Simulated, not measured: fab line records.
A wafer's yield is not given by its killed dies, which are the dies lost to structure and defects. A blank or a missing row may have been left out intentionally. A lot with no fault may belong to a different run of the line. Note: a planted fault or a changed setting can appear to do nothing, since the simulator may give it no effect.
Matching of chambers || flow n5-finfet || rie-diel-02 running N5_BEOL_M0_ETCH_109: 4 sister chambers
The step etches SiCN in CH3F/O2, target depth 8 nm, overetch 2.4 nm, time 27.4 s. 4 wafers are shown with their chamber, then 7 later ones without.

== EACH WAFER AND ITS CHAMBER ==
{"wafer": "L090.4", "chamber": 1, "showerhead-plenum-p-Torr (Torr)": 1.88}
{"wafer": "L090.5", "chamber": 2, "showerhead-plenum-p-Torr (Torr)": 2.04}
{"wafer": "L092.1", "chamber": 0, "showerhead-plenum-p-Torr (Torr)": 2.05}
{"wafer": "L092.2", "chamber": 3, "showerhead-plenum-p-Torr (Torr)": 1.95}

== WAFERS WITHOUT THEIR CHAMBER ==
{"wafer": "L092.3", "showerhead-plenum-p-Torr (Torr)": 2.04}
{"wafer": "L094.1", "showerhead-plenum-p-Torr (Torr)": 2.04}
{"wafer": "L094.4", "showerhead-plenum-p-Torr (Torr)": 1.88}
{"wafer": "L094.5", "showerhead-plenum-p-Torr (Torr)": 2.05}
{"wafer": "L095.2", "showerhead-plenum-p-Torr (Torr)": 2.03}
{"wafer": "L095.5", "showerhead-plenum-p-Torr (Torr)": 1.95}
{"wafer": "L095.6", "showerhead-plenum-p-Torr (Torr)": 1.88}

== CHAMBER TAKEN BY EACH ==
{"wafer": "L092.3", "from the rows above": 2, "in truth": 2}
{"wafer": "L094.1", "from the rows above": 2, "in truth": 2}
{"wafer": "L094.4", "from the rows above": 1, "in truth": 1}
{"wafer": "L094.5", "from the rows above": 0, "in truth": 0}
{"wafer": "L095.2", "from the rows above": 2, "in truth": 2}
{"wafer": "L095.5", "from the rows above": 3, "in truth": 3}
{"wafer": "L095.6", "from the rows above": 1, "in truth": 1}
Correct placement for 7 of the 7. From these rows, 0 cannot be placed. Placed wrongly: 0.
How it was worked out, from the rows above alone: a wafer's distance from a chamber is the root of the sum, over the readings, of the square of ((its reading less the chamber's mean) divided by the reading's scatter). The wafer belongs to the nearest chamber; if the next one is less than 2 further off, it can't be placed. Each chamber's mean is taken over the wafers shown for it. The scatter: root of mean squared gap, hidden wafer to nearest shown wafer, with one shown wafer a chamber.
